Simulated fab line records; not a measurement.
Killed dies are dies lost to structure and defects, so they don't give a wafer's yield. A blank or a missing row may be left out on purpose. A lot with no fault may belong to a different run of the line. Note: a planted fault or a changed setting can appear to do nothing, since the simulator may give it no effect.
fab line records	flow n5_finfet
record: lots: 24	wafers: 72	last_day: 17
route steps=1938 shown BEOL_M10@1484
lots that met no fault: taken from a fault-free run of the same line
start_h: hours from the record's opening day to when the first of the lot's shown wafers began	wait_h: hours from the lot's prior step to this one	" unchanged from the row above	L1.1+2: several wafers, shown together as one row	- value missing, or start not given	* or withheld: withheld	< > ~ a bound
route shown NAME@n: names a module that has steps shown in the file, with the first one's number in the route	usual: the fault-free wafers' mean and standard deviation	same: alike in all rows	chamber/n: place in a boat	sites: each site's reading	_std_site: the standard deviation of these	_edge_site: mean of outer sites minus mean of inner sites	radius_mm: for every site, how far away it sits from the centre of the wafer	mask NAME#n: copy n	behind: tool/chamber where the wafer was last shaped	hold: why the lot went on hold/how many hours it stayed there/how the hold came to an end	device: whichever transistor did not switch (one of n, p or np)	end of line: tests of these same wafers at the route's end	a step with no rows: only its recipe	killed: count of dies lost to structure and defects at first sort (not the wafer's yield)	map: shows each die of a wafer: x if killed, . if not, _ if none is there
set.NAME: the setting that was run; set.NAME@STEP: the one run at that earlier step	model.NAME: the simulator's own value behind a step, which no gauge read
route steps across a sampled set of lots; one table per step, one row per wafer
services: when a tool's chamber went out of use (start_h, in hours from the record's first day, below 0 if earlier), for how many hours, and the reason
== steps ==
step: N5_BEOL_M10_OVL_MEAS_12
recipe: points_per_wafer: 44
usual: M10_OVL: 0.1/0.83
lot.wafer	tool	chamber	start_h	wait_h	M10_OVL[nm]
L074.1	overlay-02	0	213.95	0.0	-0.6
L074.3	"	0	"	"	-0.8
L074.6	"	0	"	"	0.2
L075.1	overlay-02	0	231.83	0.0	-0.3
L075.4	"	0	"	"	0.1
L075.5	"	0	"	"	-0.8
L077.2	overlay-01	0	232.59	0.0	-0.5
L077.3	"	0	"	"	-0.6
L077.6	"	0	"	"	1.7
L078.1	overlay-01	0	235.40	0.0	0.4
L078.5	"	0	"	"	0.9
L078.6	"	0	"	"	1.2
L076.4	overlay-02	0	236.12	0.0	-1.1
L076.5	"	0	"	"	-0.3
L076.6	"	0	"	"	-1.6
L081.2	overlay-01	0	246.30	0.0	0.7
L081.3	"	0	"	"	0.7
L081.6	"	0	"	"	-1.1
L079.1	overlay-02	0	247.64	0.0	0.9
L079.4	"	0	"	"	0.9
L079.5	"	0	"	"	1.7
L080.3	overlay-02	0	257.55	0.0	0.1
L080.4	"	0	"	"	0.4
L080.5	"	0	"	"	0.7
L082.3	overlay-01	0	262.11	0.0	-0.2
L082.5	"	0	"	"	0.8
L082.6	"	0	"	"	0.3
L083.2	overlay-02	0	271.00	0.0	0.8
L083.3	"	0	"	"	1.1
L083.5	"	0	"	"	1.7
L084.2	overlay-01	0	291.86	0.0	-1.8
L084.3	"	0	"	"	-0.2
L084.5	"	0	"	"	-1.6
L088.4	overlay-01	0	295.19	0.0	0.9
L088.5	"	0	"	"	0.4
L088.6	"	0	"	"	-0.2
L085.1	overlay-01	0	295.78	0.0	-0.2
L085.4	"	0	"	"	-1.0
L085.5	"	0	"	"	-0.9
L086.2	overlay-02	0	300.17	0.0	0.2
L086.3	"	0	"	"	-0.3
L086.6	"	0	"	"	-0.6
L087.1	overlay-01	0	310.07	0.0	-0.3
L087.5	"	0	"	"	-0.6
L087.6	"	0	"	"	-0.7
L089.1	overlay-02	0	319.10	0.0	0.7
L089.3	"	0	"	"	-1.0
L089.5	"	0	"	"	-1.1
L090.4	overlay-01	0	320.62	0.0	0.4
L090.5	"	0	"	"	-0.6
L090.6	"	0	"	"	-1.3
L092.1	overlay-01	0	320.85	0.0	0.2
L092.2	"	0	"	"	0.9
L092.3	"	0	"	"	1.6
L091.2	overlay-01	0	321.98	0.0	0.0
L091.4	"	0	"	"	-0.2
L091.6	"	0	"	"	0.6
L093.2	overlay-02	0	328.61	0.0	-0.4
L093.4	"	0	"	"	-0.4
L093.5	"	0	"	"	-0.7
L094.1	overlay-01	0	349.03	0.0	-0.6
L094.4	"	0	"	"	-0.4
L094.5	"	0	"	"	-0.9
L097.3	overlay-01	0	349.43	0.0	0.9
L097.4	"	0	"	"	0.9
L097.5	"	0	"	"	-0.1
L096.2	overlay-01	0	353.37	0.0	0.3
L096.4	"	0	"	"	-0.3
L096.5	"	0	"	"	0.6
L095.2	overlay-02	0	353.75	0.0	0.1
L095.5	"	0	"	"	0.0
L095.6	"	0	"	"	0.5
step: N5_BEOL_M10_CD_MEAS_28
recipe: target_cd_nm: 70	landing_energy_ev: 500	detector: se_inlens	polarity: opening
usual: cd_nm: 69.9/1.4
lot.wafer	tool	chamber	start_h	wait_h	cd_nm
L074.1	cd_sem-03	0	214.87	-	71.1
L074.3	"	0	"	"	70.4
L074.6	"	0	"	"	71.5
L075.1	cd_sem-03	0	233.60	-	69.9
L075.4	"	0	"	"	70.8
L075.5	"	0	"	"	69.2
L077.2	cd_sem-01	0	233.64	-	70.3
L077.3	"	0	"	"	69.6
L077.6	"	0	"	"	70.6
L078.1	cd_sem-03	0	236.82	-	69.8
L078.5	"	0	"	"	71.9
L078.6	"	0	"	"	70.8
L076.4	cd_sem-01	0	237.09	-	71.2
L076.5	"	0	"	"	72.5
L076.6	"	0	"	"	72.2
L081.2	cd_sem-03	0	247.36	-	69.7
L081.3	"	0	"	"	68.6
L081.6	"	0	"	"	68.0
L079.1	cd_sem-01	0	248.90	-	67.2
L079.4	"	0	"	"	68.9
L079.5	"	0	"	"	69.5
L080.3	cd_sem-02	0	259.01	-	69.6
L080.4	"	0	"	"	68.4
L080.5	"	0	"	"	68.7
L082.3	cd_sem-01	0	263.03	-	72.4
L082.5	"	0	"	"	71.4
L082.6	"	0	"	"	70.2
L083.2	cd_sem-02	0	274.47	-	69.6
L083.3	"	0	"	"	68.7
L083.5	"	0	"	"	67.7
L084.2	cd_sem-01	0	293.49	-	69.1
L084.3	"	0	"	"	67.7
L084.5	"	0	"	"	66.7
L088.4	cd_sem-03	0	296.79	-	68.4
L088.5	"	0	"	"	67.5
L088.6	"	0	"	"	69.1
L085.1	cd_sem-01	0	296.95	-	70.6
L085.4	"	0	"	"	71.0
L085.5	"	0	"	"	68.7
L086.2	cd_sem-03	0	301.98	-	68.8
L086.3	"	0	"	"	68.0
L086.6	"	0	"	"	67.9
L087.1	cd_sem-02	0	313.07	-	67.2
L087.5	"	0	"	"	68.6
L087.6	"	0	"	"	69.2
L089.1	cd_sem-02	0	319.92	-	68.1
L089.3	"	0	"	"	71.7
L089.5	"	0	"	"	70.3
L090.4	cd_sem-03	0	323.09	-	70.8
L090.5	"	0	"	"	68.0
L090.6	"	0	"	"	67.5
L092.1	cd_sem-01	0	323.13	-	72.1
L092.2	"	0	"	"	69.5
L092.3	"	0	"	"	70.7
L091.2	cd_sem-02	0	323.18	-	69.4
L091.4	"	0	"	"	71.2
L091.6	"	0	"	"	70.3
L093.2	cd_sem-03	0	330.23	-	70.9
L093.4	"	0	"	"	70.6
L093.5	"	0	"	"	70.9
L094.1	cd_sem-01	0	349.90	-	67.0
L094.4	"	0	"	"	67.9
L094.5	"	0	"	"	67.8
L097.3	cd_sem-03	0	350.96	-	72.5
L097.4	"	0	"	"	72.2
L097.5	"	0	"	"	70.1
L096.2	cd_sem-03	0	354.58	-	72.1
L096.4	"	0	"	"	71.5
L096.5	"	0	"	"	70.0
L095.2	cd_sem-02	0	354.94	-	71.1
L095.5	"	0	"	"	69.8
L095.6	"	0	"	"	70.6
step: N5_BEOL_M10_VIA_ETCH_34
recipe: chemistry: C4F6/O2	target: SiCOH_lowk	target_depth_a: 1845	mask_material: SOC	taper_deg: 4	time_s: 69.2	ion_energy_ev: 250	pressure_mtorr: 30	source_w: 345	bias_w: 185	Ar_flow_sccm: 300	C4F6_flow_sccm: 10	O2_flow_sccm: 10
usual: drypump_motor_current_A: 5.5/0.41	oes_product_au: 0.77/0.081	rf_vpp_V: 660/21	showerhead_plenum_p_Torr: 2.80/0.072	throttle_valve_pct: 20.93/0.24
lot.wafer	tool	chamber	start_h	wait_h	drypump_motor_current_A	oes_product_au	rf_hours_counter_h	rf_vpp_V	showerhead_plenum_p_Torr	throttle_valve_pct
L074.1	rie_diel-02	2	215.17	0.0	4.8	0.74	190	655	2.89	20.60
L074.3	"	1	"	"	5.7	0.70	210	646	2.68	20.61
L074.6	"	1	"	"	5.7	0.71	-	644	2.68	20.61
L075.1	rie_diel-04	2	233.90	0.0	6.0	0.68	227	638	2.80	20.91
L075.4	"	3	"	"	5.5	0.77	142	655	2.78	21.16
L075.5	"	0	"	"	6.1	0.70	-	645	2.92	20.92
L077.2	rie_diel-02	0	233.94	0.0	5.9	0.70	247	686	2.92	20.85
L077.3	"	1	"	"	5.7	0.70	218	644	2.68	20.61
L077.6	"	3	"	"	5.2	0.84	-	663	2.77	21.06
L078.1	rie_diel-04	3	237.12	0.0	5.5	0.77	143	655	2.78	21.17
L078.5	"	3	"	"	5.5	0.77	-	655	2.78	21.17
L078.6	"	2	"	"	6.0	0.68	-	637	2.80	20.93
L076.4	rie_diel-02	3	237.69	0.0	5.2	0.82	69	664	2.77	21.06
L076.5	"	1	"	"	5.7	0.69	-	646	2.68	20.61
L076.6	"	0	"	"	5.9	0.70	-	683	2.92	20.85
L081.2	rie_diel-02	2	247.66	0.0	4.9	0.72	205	656	2.89	20.63
L081.3	"	1	"	"	5.7	0.69	224	645	2.68	20.61
L081.6	"	2	"	"	4.8	0.73	-	654	2.89	20.63
L079.1	rie_diel-06	3	249.34	0.0	5.5	0.83	90	665	2.79	21.01
L079.4	"	2	"	"	5.5	0.72	-	682	2.81	21.11
L079.5	"	1	"	"	6.2	0.87	-	703	2.75	21.05
L080.3	rie_diel-02	3	259.30	0.0	5.2	0.82	78	664	2.77	21.09
L080.4	"	2	"	"	4.8	0.71	-	655	2.88	20.64
L080.5	"	3	"	"	5.2	0.83	-	664	2.77	21.07
L082.3	rie_diel-02	1	263.32	0.0	5.7	0.69	231	647	2.68	20.64
L082.5	"	2	"	"	4.8	0.71	-	655	2.88	20.63
L082.6	"	3	"	"	5.2	0.83	-	662	2.77	21.08
L083.2	rie_diel-02	1	274.76	0.0	5.7	0.68	236	644	2.67	20.66
L083.3	"	2	"	"	4.8	0.73	217	654	2.88	20.64
L083.5	"	3	"	"	5.2	0.82	-	663	2.77	21.09
L084.2	rie_diel-04	1	293.81	0.0	5.1	0.72	195	650	2.74	21.42
L084.3	"	3	"	"	5.5	0.74	160	654	2.77	21.19
L084.5	"	1	"	"	5.1	0.71	-	650	2.74	21.42
L088.4	rie_diel-02	2	297.08	0.0	4.8	0.71	224	656	2.88	20.65
L088.5	"	0	"	"	5.9	0.98	-	685	2.92	20.69
L088.6	"	3	"	"	5.2	0.81	-	664	2.76	21.11
L085.1	rie_diel-06	2	297.34	0.0	5.5	0.70	222	681	2.80	21.12
L085.4	"	0	"	"	5.7	0.89	36	618	2.80	20.82
L085.5	"	1	"	"	6.2	0.85	-	706	2.75	21.07
L086.2	rie_diel-04	2	302.28	0.0	6.0	0.66	253	637	2.79	20.96
L086.3	"	1	"	"	5.1	0.72	199	650	2.74	21.44
L086.6	"	1	"	"	5.1	0.72	-	651	2.74	21.42
L087.1	rie_diel-06	2	313.38	0.0	5.5	0.69	227	682	2.80	21.15
L087.5	"	0	"	"	5.7	0.87	-	618	2.80	20.80
L087.6	"	1	"	"	6.2	0.83	-	703	2.74	21.07
L089.1	rie_diel-02	2	320.28	0.0	4.8	0.71	232	653	2.87	20.68
L089.3	"	0	"	"	5.9	0.96	13	684	2.92	20.68
L089.5	"	0	"	"	5.9	0.94	-	686	2.92	20.68
L090.4	rie_diel-04	3	323.39	0.0	5.5	0.74	172	653	2.77	21.20
L090.5	"	1	"	"	5.1	0.70	-	651	2.73	21.45
L090.6	"	0	"	"	6.1	0.93	-	646	2.91	20.62
L092.1	rie_diel-02	0	323.56	0.0	5.9	0.92	15	685	2.92	20.68
L092.2	"	3	"	"	5.2	0.80	102	665	2.76	21.12
L092.3	"	2	"	"	4.8	0.70	234	652	2.87	20.66
L091.2	rie_diel-06	2	323.62	0.0	5.5	0.69	232	681	2.79	21.16
L091.4	"	1	"	"	6.2	0.84	93	704	2.74	21.08
L091.6	"	3	"	"	5.5	0.79	-	665	2.78	21.05
L093.2	rie_diel-06	1	330.52	0.0	6.2	0.83	94	702	2.74	21.10
L093.4	"	2	"	"	5.5	0.69	234	683	2.79	21.16
L093.5	"	2	"	"	5.5	0.69	-	682	2.79	21.15
L094.1	rie_diel-06	0	350.39	0.0	5.7	0.86	55	617	2.79	20.86
L094.4	"	3	"	"	5.5	0.79	126	666	2.78	21.05
L094.5	"	3	"	"	5.5	0.80	-	666	2.78	21.08
L097.3	rie_diel-06	3	351.74	0.0	5.5	0.79	126	666	2.78	21.05
L097.4	"	1	"	"	6.2	0.81	101	704	2.74	21.11
L097.5	"	2	"	"	5.5	0.69	-	681	2.79	21.17
L096.2	rie_diel-02	2	354.88	0.0	4.8	0.69	246	654	2.87	20.68
L096.4	"	0	"	"	5.9	0.93	28	685	2.91	20.71
L096.5	"	2	"	"	4.8	0.69	-	655	2.87	20.71
L095.2	rie_diel-06	0	355.25	0.0	5.7	0.85	58	617	2.79	20.83
L095.5	"	2	"	"	5.5	0.68	-	681	2.79	21.16
L095.6	"	3	"	"	5.5	0.78	-	667	2.77	21.06
step: N5_BEOL_M10_STRIP_36
recipe: chemistry: N2/H2	power_w: 450	temp_c: 40	pressure_mtorr: 20	rf_frequency_hz: 6e+07	overash_fraction: 0.3	bias_power_w: 7	h2_frac: 0.5	n2_flow_sccm: 200	h2_flow_sccm: 200
usual: drypump_motor_current_A: 5.5/0.41	oes_product_au: 0.77/0.08	rf_vpp_V: 59.2/2	showerhead_plenum_p_Torr: 2.50/0.081	throttle_valve_pct: 23.7/0.44
same: overash_fraction: 0.3
lot.wafer	tool	chamber	start_h	wait_h	drypump_motor_current_A	oes_product_au	rf_hours_counter_h	rf_vpp_V	showerhead_plenum_p_Torr	throttle_valve_pct
L074.1	rie_diel-02	2	215.23	0.0	4.8	0.74	190	57.3	2.64	23.6
L074.3	"	1	"	"	5.7	0.71	210	62.6	2.40	23.2
L074.6	"	1	"	"	5.6	0.71	-	56.2	2.40	23.2
L075.1	rie_diel-04	2	233.96	0.0	6.0	0.68	227	59.4	2.49	23.3
L075.4	"	3	"	"	5.5	0.77	142	54.4	2.40	22.9
L075.5	"	0	"	"	6.1	0.71	-	59.7	2.62	23.7
L077.2	rie_diel-02	0	234.00	0.0	5.9	0.72	247	57.5	2.60	23.3
L077.3	"	1	"	"	5.7	0.70	218	58.2	2.40	23.2
L077.6	"	3	"	"	5.2	0.81	-	60.7	2.49	24.1
L078.1	rie_diel-04	3	237.18	0.0	5.5	0.77	143	57.1	2.40	23.0
L078.5	"	3	"	"	5.5	0.76	-	60.3	2.40	23.0
L078.6	"	2	"	"	6.0	0.70	-	58.6	2.49	23.3
L076.4	rie_diel-02	3	237.75	0.0	5.2	0.80	69	57.0	2.49	24.1
L076.5	"	1	"	"	5.7	0.70	-	58.6	2.40	23.2
L076.6	"	0	"	"	5.9	0.70	-	58.7	2.60	23.3
L081.2	rie_diel-02	2	247.72	0.0	4.9	0.72	205	59.2	2.63	23.7
L081.3	"	1	"	"	5.6	0.70	224	58.2	2.39	23.3
L081.6	"	2	"	"	4.8	0.72	-	57.7	2.63	23.6
L079.1	rie_diel-06	3	249.40	0.0	5.5	0.81	90	58.0	2.46	23.5
L079.4	"	2	"	"	5.5	0.74	-	56.9	2.55	24.4
L079.5	"	1	"	"	6.2	0.85	-	58.4	2.47	23.8
L080.3	rie_diel-02	3	259.36	0.0	5.2	0.79	78	60.3	2.49	24.1
L080.4	"	2	"	"	4.8	0.72	-	59.6	2.63	23.6
L080.5	"	3	"	"	5.2	0.81	-	56.6	2.49	24.1
L082.3	rie_diel-02	1	263.39	0.0	5.7	0.70	231	63.0	2.39	23.3
L082.5	"	2	"	"	4.9	0.74	-	61.6	2.63	23.7
L082.6	"	3	"	"	5.2	0.81	-	58.0	2.49	24.1
L083.2	rie_diel-02	1	274.82	0.0	5.7	0.71	236	58.0	2.39	23.2
L083.3	"	2	"	"	4.9	0.71	217	58.9	2.62	23.7
L083.5	"	3	"	"	5.2	0.81	-	59.5	2.49	24.1
L084.2	rie_diel-04	1	293.87	0.0	5.2	0.73	195	58.8	2.43	24.6
L084.3	"	3	"	"	5.5	0.72	160	58.9	2.39	23.0
L084.5	"	1	"	"	5.1	0.73	-	61.1	2.43	24.5
L088.4	rie_diel-02	2	297.15	0.0	4.8	0.71	224	57.4	2.62	23.6
L088.5	"	0	"	"	5.9	1.00	-	57.9	2.60	23.3
L088.6	"	3	"	"	5.2	0.79	-	55.7	2.48	24.1
L085.1	rie_diel-06	2	297.40	0.0	5.5	0.70	222	60.4	2.54	24.4
L085.4	"	0	"	"	5.7	0.89	36	61.8	2.49	23.5
L085.5	"	1	"	"	6.1	0.84	-	60.3	2.46	23.8
L086.2	rie_diel-04	2	302.34	0.0	6.0	0.67	254	58.1	2.48	23.3
L086.3	"	1	"	"	5.1	0.72	199	62.0	2.43	24.5
L086.6	"	1	"	"	5.1	0.73	-	60.9	2.43	24.6
L087.1	rie_diel-06	2	313.44	0.0	5.5	0.70	227	57.1	2.54	24.3
L087.5	"	0	"	"	5.7	0.89	-	56.3	2.49	23.5
L087.6	"	1	"	"	6.2	0.84	-	57.0	2.46	23.9
L089.1	rie_diel-02	2	320.34	0.0	4.8	0.70	232	61.7	2.62	23.7
L089.3	"	0	"	"	5.9	0.94	13	58.3	2.60	23.4
L089.5	"	0	"	"	5.9	0.96	-	59.4	2.60	23.4
L090.4	rie_diel-04	3	323.45	0.0	5.5	0.74	172	58.6	2.39	23.0
L090.5	"	1	"	"	5.1	0.73	-	60.1	2.42	24.5
L090.6	"	0	"	"	6.1	0.95	-	59.8	2.61	23.5
L092.1	rie_diel-02	0	323.62	0.0	5.9	0.97	15	58.7	2.59	23.4
L092.2	"	3	"	"	5.2	0.77	102	58.0	2.48	24.2
L092.3	"	2	"	"	4.8	0.71	234	59.2	2.62	23.6
L091.2	rie_diel-06	2	323.68	0.0	5.5	0.69	232	54.4	2.53	24.4
L091.4	"	1	"	"	6.2	0.85	93	60.2	2.46	23.9
L091.6	"	3	"	"	5.5	0.79	-	60.3	2.44	23.6
L093.2	rie_diel-06	1	330.59	0.0	6.2	0.83	94	59.9	2.46	23.9
L093.4	"	2	"	"	5.5	0.69	234	57.3	2.53	24.4
L093.5	"	2	"	"	5.5	0.70	-	59.6	2.53	24.4
L094.1	rie_diel-06	0	350.45	0.0	5.7	0.86	55	55.7	2.49	23.6
L094.4	"	3	"	"	5.5	0.78	126	62.0	2.44	23.6
L094.5	"	3	"	"	5.5	0.78	-	57.4	2.44	23.6
L097.3	rie_diel-06	3	351.80	0.0	5.5	0.77	126	60.7	2.44	23.6
L097.4	"	1	"	"	6.2	0.83	101	56.9	2.45	23.9
L097.5	"	2	"	"	5.5	0.70	-	61.5	2.53	24.4
L096.2	rie_diel-02	2	354.94	0.0	4.8	0.71	246	61.0	2.61	23.7
L096.4	"	0	"	"	5.9	0.93	28	58.3	2.59	23.4
L096.5	"	2	"	"	4.8	0.70	-	61.9	2.61	23.7
L095.2	rie_diel-06	0	355.31	0.0	5.7	0.85	58	59.7	2.48	23.5
L095.5	"	2	"	"	5.5	0.69	-	61.5	2.53	24.4
L095.6	"	3	"	"	5.5	0.79	-	61.6	2.44	23.6
step: N5_BEOL_M10_ALD_74
recipe: material: TaN	target_thk_a: 20	temp_c: 275	ald_precursor_family: PDMAT	ald_co_reactant: NH3	pressure_torr: 3	carrier_flow_sccm: 1500	pulse_time_s: 2	purge_time_s: 3	co_reactant_purge_time_s: 2	co_reactant_pulse_time_s: 3	ald_cycles: 40	precursor_vessel_temp_c: 75	precursor_vessel_pressure_torr: 26.25	precursor_vessel_carrier_sccm: 1000
usual: heater_power_w: 446/37
same: ald_cycles: 40
lot.wafer	tool	chamber	start_h	wait_h	heater_power_w
L074.1	ald_metal-02	0	216.45	0.0	423
L074.3	"	1	"	"	408
L074.6	"	3	"	"	414
L077.2	ald_metal-01	1	235.08	0.0	391
L077.3	"	2	"	"	480
L077.6	"	1	"	"	389
L075.1	ald_metal-02	2	235.16	0.0	454
L075.4	"	3	"	"	408
L075.5	"	3	"	"	417
L078.1	ald_metal-02	3	238.43	0.0	419
L078.5	"	0	"	"	431
L078.6	"	1	"	"	421
L076.4	ald_metal-02	1	238.69	0.1	415
L076.5	"	3	"	"	411
L076.6	"	2	"	"	459
L081.2	ald_metal-02	1	248.76	0.0	419
L081.3	"	3	"	"	413
L081.6	"	3	"	"	405
L079.1	ald_metal-02	2	253.38	0.0	458
L079.4	"	0	"	"	425
L079.5	"	0	"	"	430
L080.3	ald_metal-01	3	261.11	0.0	455
L080.4	"	0	"	"	522
L080.5	"	0	"	"	537
L082.3	ald_metal-02	0	266.03	0.1	426
L082.5	"	0	"	"	435
L082.6	"	1	"	"	422
L083.2	ald_metal-02	0	275.70	0.0	424
L083.3	"	2	"	"	447
L083.5	"	0	"	"	446
L084.2	ald_metal-03	3	295.10	0.1	460
L084.3	"	1	"	"	513
L084.5	"	0	"	"	428
L088.4	ald_metal-02	2	298.19	0.1	457
L088.5	"	0	"	"	428
L088.6	"	3	"	"	414
L085.1	ald_metal-02	3	300.02	0.1	423
L085.4	"	2	"	"	453
L085.5	"	1	"	"	423
L086.2	ald_metal-01	3	304.35	0.0	450
L086.3	"	2	"	"	485
L086.6	"	2	"	"	478
L087.1	ald_metal-01	3	314.31	0.0	459
L087.5	"	2	"	"	477
L087.6	"	3	"	"	459
L089.1	ald_metal-03	2	321.53	0.3	461
L089.3	"	3	"	"	452
L089.5	"	0	"	"	425
L090.4	ald_metal-01	1	324.29	0.0	389
L090.5	"	2	"	"	479
L090.6	"	1	"	"	390
L092.1	ald_metal-02	3	324.78	0.0	418
L092.2	"	2	"	"	459
L092.3	"	1	"	"	421
L091.2	ald_metal-03	2	325.02	0.0	457
L091.4	"	3	"	"	465
L091.6	"	2	"	"	456
L093.2	ald_metal-01	2	331.74	0.0	477
L093.4	"	3	"	"	460
L093.5	"	2	"	"	473
L094.1	ald_metal-01	3	352.59	0.1	453
L094.4	"	0	"	"	521
L094.5	"	1	"	"	391
L097.3	ald_metal-03	0	353.11	0.0	433
L097.4	"	3	"	"	451
L097.5	"	2	"	"	438
L096.2	ald_metal-03	2	355.88	0.0	440
L096.4	"	0	"	"	429
L096.5	"	2	"	"	448
L095.2	ald_metal-02	0	356.15	0.0	436
L095.5	"	0	"	"	421
L095.6	"	3	"	"	413
step: N5_BEOL_M10_CMP_52
recipe: stop_on: SiCOH_lowk	t_overpolish_s: 7	down_force_psi: 1	platen_rpm: 50	clearing_platen_down_force_psi: 1.5	clearing_platen_rpm: 50	post_cmp_clean: cu_alkaline	target_thk_nm: 140	clearing_platen_pad_velocity_m_s: 0.99484	pad_velocity_m_s: 0.99484
usual: barrier_field_endpoint_s: 28.9/0.74	clearing_platen_rpm: 50.001/0.023	motor_current_A: 6.2/0.42	overpolish_run_s: 7.000/0.0093	time_to_endpoint_s: 67/3.1
lot.wafer	tool	chamber	start_h	wait_h	barrier_field_endpoint_s	clearing_platen_rpm	motor_current_A	overpolish_run_s	time_to_endpoint_s
L074.1	cmp-03	2	218.17	0.3	28.9	49.995	6.1	6.993	66
L074.3	"	3	"	"	27.8	49.985	6.2	6.999	66
L074.6	"	2	"	"	29.1	49.992	6.1	7.008	65
L077.3	cmp-03	3	236.77	0.3	28.1	49.991	6.6	7.006	66
L077.2	"	0	"	"	28.2	49.975	6.0	6.994	60
L077.6	"	2	"	"	28.5	50.019	6.3	7.005	62
L075.1	cmp-02	1	236.86	0.3	29.5	50.017	6.8	7.001	73
L075.4	"	3	"	"	28.0	49.989	5.4	6.999	64
L075.5	"	1	"	"	29.1	50.040	6.7	7.019	70
L078.1	cmp-01	1	239.61	0.4	28.4	50.023	6.1	6.998	66
L078.6	"	2	"	"	27.6	49.985	5.5	6.995	66
L078.5	"	3	"	"	29.1	50.004	5.8	7.009	69
L076.4	cmp-01	2	241.33	0.1	28.9	50.014	5.5	6.981	70
L076.6	"	2	"	"	29.6	49.968	5.5	6.989	70
L076.5	"	3	"	"	29.9	49.965	5.8	6.994	72
L081.2	cmp-02	0	249.97	0.2	27.9	50.024	6.0	7.008	66
L081.3	"	2	"	"	29.9	50.003	6.5	7.000	69
L081.6	"	0	"	"	28.5	50.007	6.5	6.993	68
L079.1	cmp-01	0	255.03	0.6	29.2	50.003	5.8	7.008	72
L079.4	"	1	"	"	29.8	50.003	6.0	6.984	66
L079.5	"	3	"	"	29.0	49.977	5.7	7.011	70
L080.3	cmp-02	1	263.31	0.2	30.2	50.037	6.6	7.005	72
L080.4	"	3	"	"	28.7	50.006	5.7	7.008	67
L080.5	"	1	"	"	30.6	49.993	6.5	7.007	75
L082.3	cmp-01	1	267.59	0.2	29.2	49.994	6.2	6.994	65
L082.6	"	1	"	"	28.9	49.988	6.3	7.006	67
L082.5	"	2	"	"	29.3	50.023	5.5	6.990	69
L083.2	cmp-01	2	277.01	0.2	28.4	49.983	5.4	7.011	71
L083.3	"	0	"	"	29.3	49.985	5.9	6.989	69
L083.5	"	1	"	"	29.5	50.003	6.4	7.013	69
L084.3	cmp-01	0	297.56	0.2	29.4	49.996	5.9	6.995	68
L084.2	"	1	"	"	28.6	50.020	6.2	7.011	67
L084.5	"	0	"	"	30.0	50.021	6.3	6.992	69
L088.4	cmp-03	1	300.54	0.2	28.2	50.030	6.4	7.007	64
L088.6	"	3	"	"	29.3	50.029	6.1	6.996	69
L088.5	"	0	"	"	29.2	49.942	6.0	7.003	66
L085.1	cmp-02	1	301.24	0.3	30.0	49.985	6.6	6.997	71
L085.4	"	2	"	"	28.9	49.980	6.3	6.999	66
L085.5	"	2	"	"	28.9	49.988	6.5	6.993	68
L086.3	cmp-02	1	305.67	0.3	29.8	49.991	6.3	7.007	72
L086.2	"	2	"	"	29.5	49.997	6.1	7.002	71
L086.6	"	1	"	"	29.6	49.997	7.1	7.004	72
L087.1	cmp-03	0	315.47	0.3	28.3	49.973	6.0	7.016	63
L087.6	"	3	"	"	29.3	49.991	6.2	6.978	67
L087.5	"	0	"	"	29.7	49.963	6.1	6.994	64
L089.1	cmp-02	0	324.29	0.3	28.4	50.054	6.9	7.022	65
L089.3	"	1	"	"	30.4	49.988	6.8	7.004	73
L089.5	"	1	"	"	30.1	49.979	6.5	7.004	74
L090.4	cmp-02	1	325.73	0.2	29.2	50.018	6.3	7.000	67
L090.6	"	0	"	"	28.7	50.036	6.6	6.992	63
L090.5	"	1	"	"	30.3	49.991	6.5	7.003	74
L092.3	cmp-02	3	327.28	0.2	28.3	50.047	5.4	7.002	67
L092.2	"	0	"	"	26.8	50.006	6.7	7.002	65
L092.1	"	1	"	"	28.7	49.983	6.7	6.988	71
L091.4	cmp-03	3	328.12	0.1	30.1	50.026	6.4	7.018	70
L091.2	"	1	"	"	28.6	50.029	6.1	6.990	62
L091.6	"	0	"	"	29.6	49.965	6.2	7.012	68
L093.4	cmp-03	1	332.80	0.2	29.0	50.006	6.4	7.001	66
L093.2	"	2	"	"	28.7	50.003	6.5	6.997	66
L093.5	"	0	"	"	28.6	49.985	6.5	7.005	66
L094.4	cmp-03	2	353.73	0.1	27.8	49.989	6.4	6.985	61
L094.1	"	3	"	"	28.5	50.007	6.3	6.998	67
L094.5	"	2	"	"	29.0	50.026	6.3	7.009	63
L097.4	cmp-02	3	354.66	0.2	28.7	50.030	5.5	7.005	66
L097.3	"	0	"	"	27.9	49.977	6.4	7.010	64
L097.5	"	2	"	"	29.5	50.040	6.8	7.012	69
L096.2	cmp-03	2	356.90	0.2	27.9	50.026	6.3	6.988	65
L096.4	"	3	"	"	28.8	49.984	6.3	6.999	66
L096.5	"	2	"	"	28.4	50.002	6.2	7.010	62
L095.2	cmp-02	2	357.25	0.3	29.7	50.014	6.4	6.994	67
L095.6	"	3	"	"	28.0	50.038	5.7	6.996	64
L095.5	"	0	"	"	27.7	49.939	6.3	6.991	60
== services ==
tool	chamber	start_h	hours	kind
cmp-01	-	193.31	2.1	repair
rie_diel-02	0	197.42	3.8	repair
cmp-03	-	221.66	4.0	pm
cmp-02	-	223.84	3.7	repair
rie_diel-02	0	240.73	-	clean
rie_diel-02	0	240.73	-	consumable_replace:focus_ring
rie_diel-06	0	247.66	11.7	repair
cmp-03	-	248.75	2.2	repair
cmp-03	-	265.83	7.2	pm
rie_diel-04	3	275.02	10.0	repair
cmp-03	-	278.20	0.8	repair
rie_diel-06	3	280.34	5.1	repair
cmp-02	-	287.59	5.1	pm
cmp-01	-	291.90	4.0	pm
cmp-02	-	295.00	0.6	repair
ald_metal-03	-	298.79	8.7	pm
rie_diel-02	1	317.81	-	clean
rie_diel-02	1	317.81	-	consumable_replace:focus_ring
rie_diel-02	1	317.81	-	consumable_replace:showerhead
rie_diel-02	1	317.81	17.8	scheduled_down
cmp-02	-	329.55	0.3	repair
ald_metal-03	3	342.53	3.3	repair
ald_metal-01	-	349.74	2.8	pm
ald_metal-02	0	350.27	1.6	repair
== key ==
fault none
